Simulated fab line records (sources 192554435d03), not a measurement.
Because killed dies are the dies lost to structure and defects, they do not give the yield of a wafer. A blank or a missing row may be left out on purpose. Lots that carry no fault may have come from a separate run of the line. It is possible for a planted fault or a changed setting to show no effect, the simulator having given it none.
What tool caused it?	flow n5_finfet	Sampling: 24 lots, 72 wafers, 5 of 1938 route steps

== WHAT EACH GAUGE READ, for each wafer ==
N5_BEOL_M10_THK_MEAS_01. Usual: M10_ILD_THK gives 268 nm (standard deviation 4).
lot	measured	on	M10_ILD_THK (nm)	flag
L074	day 9 18:05	film_metro-02	270 264 272	
L075	day 10 03:07	film_metro-02	266 272 276	
L076	day 10 07:23	film_metro-02	268 274 268	
L078	day 10 18:19	film_metro-02	267 268 274	
L077	day 10 18:57	film_metro-01	268 270 265	
L080	day 11 08:37	film_metro-01	263 272 274	
L079	day 11 14:21	film_metro-02	270 271 273	
L081	day 11 19:13	film_metro-02	264 264 267	
L082	day 12 07:31	film_metro-01	269 266 269	
L083	day 12 07:41	film_metro-01	265 269 273	
L086	day 12 23:22	film_metro-01	268 266 275	
L084	day 13 00:07	film_metro-02	265 267 271	
L087	day 13 03:56	film_metro-02	261 260 267	
L085	day 13 06:35	film_metro-02	263 265 267	
L088	day 13 08:37	film_metro-02	266 275 270	
L089	day 14 04:19	film_metro-02	271 269 276	
L090	day 14 04:38	film_metro-02	267 267 266	
L091	day 14 05:33	film_metro-02	264 270 270	
L092	day 14 19:29	film_metro-02	271 270 273	
L095	day 15 02:26	film_metro-02	266 266 269	
L093	day 15 06:46	film_metro-01	271 266 271	
L094	day 15 10:43	film_metro-02	264 261 268	
L097	day 15 13:30	film_metro-01	264 264 265	
L096	day 15 21:48	film_metro-01	264 270 268	

N5_BEOL_M10_CD_MEAS_18: pitch 140 nm, target cd 70 nm. Usual: cd_nm at 69.9 nm, with a standard deviation of 0.74.
lot	measured	on	cd_nm (nm)	flag
L074	day 9 19:34	cd_sem-02	69.3 69.4 69.0	
L075	day 10 04:30	cd_sem-01	70.6 70.6 70.7	
L076	day 10 09:34	cd_sem-03	71.2 71.5 72.0	
L078	day 10 21:10	cd_sem-01	69.9 69.5 69.8	
L077	day 10 21:23	cd_sem-02	70.0 70.1 70.4	
L080	day 11 12:55	cd_sem-03	71.1 69.5 70.7	
L079	day 11 17:25	cd_sem-03	69.2 69.2 69.9	
L081	day 11 21:28	cd_sem-01	70.1 69.5 69.6	
L082	day 12 09:35	cd_sem-01	70.1 69.1 69.6	
L083	day 12 10:01	cd_sem-01	71.4 71.0 71.1	
L086	day 13 00:55	cd_sem-01	69.0 69.0 70.1	
L084	day 13 01:07	cd_sem-02	71.5 70.3 70.4	
L087	day 13 06:28	cd_sem-02	69.5 69.5 70.3	
L085	day 13 09:40	cd_sem-02	68.5 69.0 69.9	
L088	day 13 10:28	cd_sem-03	70.2 69.1 69.6	
L089	day 14 05:59	cd_sem-01	69.8 68.8 70.0	
L090	day 14 06:13	cd_sem-01	69.4 69.5 69.6	
L091	day 14 10:55	cd_sem-01	69.9 69.4 68.9	
L092	day 14 21:42	cd_sem-02	70.7 70.6 70.4	
L095	day 15 04:57	cd_sem-01	69.4 68.8 68.6	
L093	day 15 09:07	cd_sem-03	70.3 69.5 69.8	
L094	day 15 13:42	cd_sem-01	69.3 70.6 69.0	
L097	day 15 16:02	cd_sem-01	69.1 69.7 70.8	
L096	day 16 00:10	cd_sem-03	69.2 70.0 69.6	

== WHICH TOOL RAN EACH LOT (tool, then ch and the chambers of the sampled wafers, then the start) ==
lot	N5_BEOL_M9_CMP_52	N5_BEOL_M10_ILD_DEP_00	N5_BEOL_M10_DESCUM_16
L074	cmp-04 ch 0,1,2, day 9 17:02	pecvd-01 ch 1,2, day 9 17:30	rie_diel-04 ch 1,2,3, day 9 19:06
L075	cmp-04 ch 0,3, day 10 01:45	pecvd-04 ch 0,1, day 10 02:14	rie_diel-04 ch 2,3, day 10 04:03
L076	cmp-04 ch 0,1,3, day 10 06:09	pecvd-01 ch 0,2, day 10 06:48	rie_diel-04 ch 0,1, day 10 09:06
L078	cmp-03 ch 1,2,3, day 10 17:19	pecvd-04 ch 0,1, day 10 17:44	rie_diel-03 ch 1,2,3, day 10 20:43
L077	cmp-03 ch 0,1,3, day 10 17:51	pecvd-02 ch 0,1,2, day 10 18:21	rie_diel-04 ch 0,2,3, day 10 20:56
L080	cmp-04 ch 1,2, day 11 07:34	pecvd-01 ch 0,1,2, day 11 08:01	rie_diel-03 ch 0,2,3, day 11 12:28
L079	cmp-02 ch 1,2,3, day 11 13:20	pecvd-02 ch 1,2, day 11 13:46	rie_diel-06 ch 2,3, day 11 16:57
L081	cmp-02 ch 0,2,3, day 11 18:08	pecvd-04 ch 0,2, day 11 18:36	rie_diel-04 ch 0,1,3, day 11 20:58
L082	cmp-04 ch 0,2,3, day 12 06:29	pecvd-01 ch 0,1,2, day 12 06:56	rie_diel-06 ch 0,1, day 12 09:02
L083	cmp-02 ch 1,2, day 12 06:39	pecvd-04 ch 0,1, day 12 07:06	rie_diel-03 ch 0,1, day 12 09:34
L086	cmp-04 ch 0,2,3, day 12 22:17	pecvd-01 ch 1,2, day 12 22:47	rie_diel-06 ch 0,1,3, day 13 00:21
L084	cmp-03 ch 0,1,3, day 12 23:06	pecvd-04 ch 1,2, day 12 23:31	rie_diel-03 ch 1,2,3, day 13 00:40
L087	cmp-04 ch 0,1,2, day 13 02:51	pecvd-02 ch 0,2, day 13 03:20	rie_diel-03 ch 0,1,3, day 13 05:54
L085	cmp-02 ch 0,2, day 13 05:01	pecvd-02 ch 0,1, day 13 05:31	rie_diel-06 ch 0,2, day 13 09:11
L088	cmp-02 ch 0,1, day 13 07:32	pecvd-04 ch 0,1, day 13 08:01	rie_diel-04 ch 0,1,3, day 13 09:58
L089	cmp-02 ch 1,2, day 14 03:14	pecvd-04 ch 0,1,2, day 14 03:43	rie_diel-04 ch 0,1,2, day 14 05:26
L090	cmp-03 ch 1,2,3, day 14 03:29	pecvd-01 ch 0,1,2, day 14 03:59	rie_diel-06 ch 0,2,3, day 14 05:46
L091	cmp-03 ch 0,3, day 14 04:28	pecvd-01 ch 0,2, day 14 04:58	rie_diel-06 ch 2,3, day 14 10:23
L092	cmp-04 ch 0,1, day 14 18:24	pecvd-04 ch 0,2, day 14 18:54	rie_diel-03 ch 1,2,3, day 14 21:02
L095	cmp-02 ch 1,3, day 15 01:19	pecvd-04 ch 0,1,2, day 15 01:50	rie_diel-06 ch 0,1, day 15 04:30
L093	cmp-04 ch 1,3, day 15 05:41	pecvd-01 ch 0,2, day 15 06:11	rie_diel-06 ch 0,1,3, day 15 08:40
L094	cmp-04 ch 1,3, day 15 09:40	pecvd-02 ch 0,1, day 15 10:08	rie_diel-04 ch 0,1,2, day 15 13:13
L097	cmp-02 ch 0,1,3, day 15 12:25	pecvd-04 ch 1,2, day 15 12:55	rie_diel-04 ch 2,3, day 15 15:21
L096	cmp-02 ch 0,1,3, day 15 20:43	pecvd-02 ch 1,2, day 15 21:13	rie_diel-03 ch 0,1,2, day 15 23:22
- N5_BEOL_M9_CMP_52: polishes, stops on SiCOH lowk, t overpolish 7 s, target thk 140 nm.
- N5_BEOL_M10_ILD_DEP_00: deposits SiCOH lowk from DEMS/porogen, target thk 308.51 nm, time 58 s.
- N5_BEOL_M10_DESCUM_16: chemistry O2, time 7.9 s.

== AS READ BY THE TOOLS THEMSELVES (means over the sampled wafers that have a number; for cases with no such wafer, the mark the record gives instead) ==
N5_BEOL_M9_CMP_52. Usual: barrier_field_endpoint_s 28.7 s, standard deviation 0.78; motor_current_A 6.0 A, standard deviation 0.72; overpolish_run_s 7.000 s, standard deviation 0.0089; time_to_endpoint_s 65 s, standard deviation 3.4.
lot	tool	barrier_field_endpoint_s (s)	motor_current_A (A)	overpolish_run_s (s)	time_to_endpoint_s (s)	flag
L074	cmp-04	29.4	6.4	6.999	65	
L075	cmp-04	28.7	4.8	6.987	68	
L076	cmp-04	29.3	5.7	7.003	69	
L078	cmp-03	30.0	6.6	6.998	70	
L077	cmp-03	28.1	6.4	6.999	62	
L080	cmp-04	29.0	6.7	7.003	65	
L079	cmp-02	28.1	6.1	7.005	62	
L081	cmp-02	28.0	5.7	6.998	60	
L082	cmp-04	29.4	5.6	7.003	69	
L083	cmp-02	28.2	6.3	6.997	62	
L086	cmp-04	28.9	5.7	6.997	68	
L084	cmp-03	28.4	6.1	7.003	62	
L087	cmp-04	29.1	6.4	6.996	66	
L085	cmp-02	27.8	5.4	6.993	59	
L088	cmp-02	27.7	5.6	6.995	63	
L089	cmp-02	28.3	6.2	7.006	65	
L090	cmp-03	28.9	6.5	7.007	65	
L091	cmp-03	28.8	6.5	7.007	58	
L092	cmp-04	29.1	6.4	6.993	67	
L095	cmp-02	28.6	6.1	7.001	66	
L093	cmp-04	27.4	6.2	6.992	62	
L094	cmp-04	28.6	6.0	7.000	62	
L097	cmp-02	28.6	5.8	6.997	65	
L096	cmp-02	27.9	5.9	7.001	65	

N5_BEOL_M10_ILD_DEP_00. Usual: heater_power_w 298 W, standard deviation 54; showerhead_plenum_p_Torr 5.730 Torr, standard deviation 0.014; throttle_valve_pct 13.9 %, standard deviation 0.78.
lot	tool	heater_power_w (W)	showerhead_plenum_p_Torr (Torr)	throttle_valve_pct (%)	flag
L074	pecvd-01	244	5.732	13.9	
L075	pecvd-04	270	5.734	13.9	
L076	pecvd-01	262	5.728	14.3	
L078	pecvd-04	293	5.731	14.0	
L077	pecvd-02	330	5.727	14.0	
L080	pecvd-01	246	5.731	14.3	
L079	pecvd-02	345	5.707	14.6	
L081	pecvd-04	350	5.735	13.0	
L082	pecvd-01	252	5.732	14.2	
L083	pecvd-04	309	5.736	14.0	
L086	pecvd-01	254	5.730	14.0	
L084	pecvd-04	330	5.748	12.9	
L087	pecvd-02	299	5.723	13.6	
L085	pecvd-02	329	5.728	14.1	
L088	pecvd-04	304	5.740	13.9	
L089	pecvd-04	343	5.729	13.4	
L090	pecvd-01	247	5.723	14.3	
L091	pecvd-01	267	5.720	14.2	
L092	pecvd-04	319	5.730	13.1	
L095	pecvd-04	333	5.734	13.4	
L093	pecvd-01	274	5.728	14.3	
L094	pecvd-02	351	5.717	14.6	
L097	pecvd-04	338	5.744	13.4	
L096	pecvd-02	282	5.720	14.1	

N5_BEOL_M10_DESCUM_16. Usual: drypump_motor_current_A 5.7 A, standard deviation 0.64; oes_product_au 0.82 a.u., standard deviation 0.069; rf_vpp_V 242.9 V, standard deviation 1.3; showerhead_plenum_p_Torr 2.06 Torr, standard deviation 0.074; throttle_valve_pct 20.44 %, standard deviation 0.19.
lot	tool	drypump_motor_current_A (A)	oes_product_au (a.u.)	rf_vpp_V (V)	showerhead_plenum_p_Torr (Torr)	throttle_valve_pct (%)	flag
L074	rie_diel-04	5.9	0.78	242.5	2.05	20.55	
L075	rie_diel-04	5.8	0.73	242.8	2.05	20.63	
L076	rie_diel-04	5.9	0.81	241.5	2.03	20.39	
L078	rie_diel-03	6.0	0.80	243.2	2.08	20.31	
L077	rie_diel-04	5.7	0.75	241.8	2.03	20.57	
L080	rie_diel-03	5.4	0.87	244.4	2.13	20.33	
L079	rie_diel-06	5.8	0.76	242.3	1.99	20.59	
L081	rie_diel-04	5.7	0.79	241.6	2.03	20.54	
L082	rie_diel-06	5.0	0.80	242.2	2.01	20.41	
L083	rie_diel-03	5.5	0.89	244.0	2.17	20.57	
L086	rie_diel-06	5.6	0.82	242.4	2.02	20.47	
L084	rie_diel-03	6.0	0.88	243.5	2.16	20.20	
L087	rie_diel-03	6.0	0.87	244.4	2.18	20.39	
L085	rie_diel-06	5.3	0.86	243.4	2.08	20.37	
L088	rie_diel-04	5.8	0.78	242.5	2.02	20.55	
L089	rie_diel-04	5.8	0.81	242.6	2.02	20.35	
L090	rie_diel-06	5.7	0.86	242.9	2.09	20.43	
L091	rie_diel-06	6.2	0.88	243.9	2.11	20.48	
L092	rie_diel-03	5.9	0.86	243.7	2.15	20.22	
L095	rie_diel-06	4.9	0.78	241.6	2.00	20.44	
L093	rie_diel-06	5.6	0.80	242.0	2.02	20.50	
L094	rie_diel-04	5.8	0.80	242.4	2.02	20.36	
L097	rie_diel-04	5.8	0.85	242.2	2.03	20.41	
L096	rie_diel-03	5.5	0.84	243.9	2.13	20.43	

== THE ANSWER, worked out from the rows above alone ==
Rule: a lot counts as off when the mean over its wafers that have a number is more than 3 standard deviations away from the usual mean. Also off: a lot with no number at a reading for which 4 or more lots have one. Where the step has rows for the other lots, those lots are counted as sound. First the gauges in route order, then the tools' own readings, where a lot's mean is used as printed above. The first step at which some lot is off is used, and at that step the reading that is off furthest; a lot without a number counts as furthest.
Across all readings shown, no lot is off: no conclusion can be drawn from this.

== WHAT THE SIMULATOR HAD PUT IN ==
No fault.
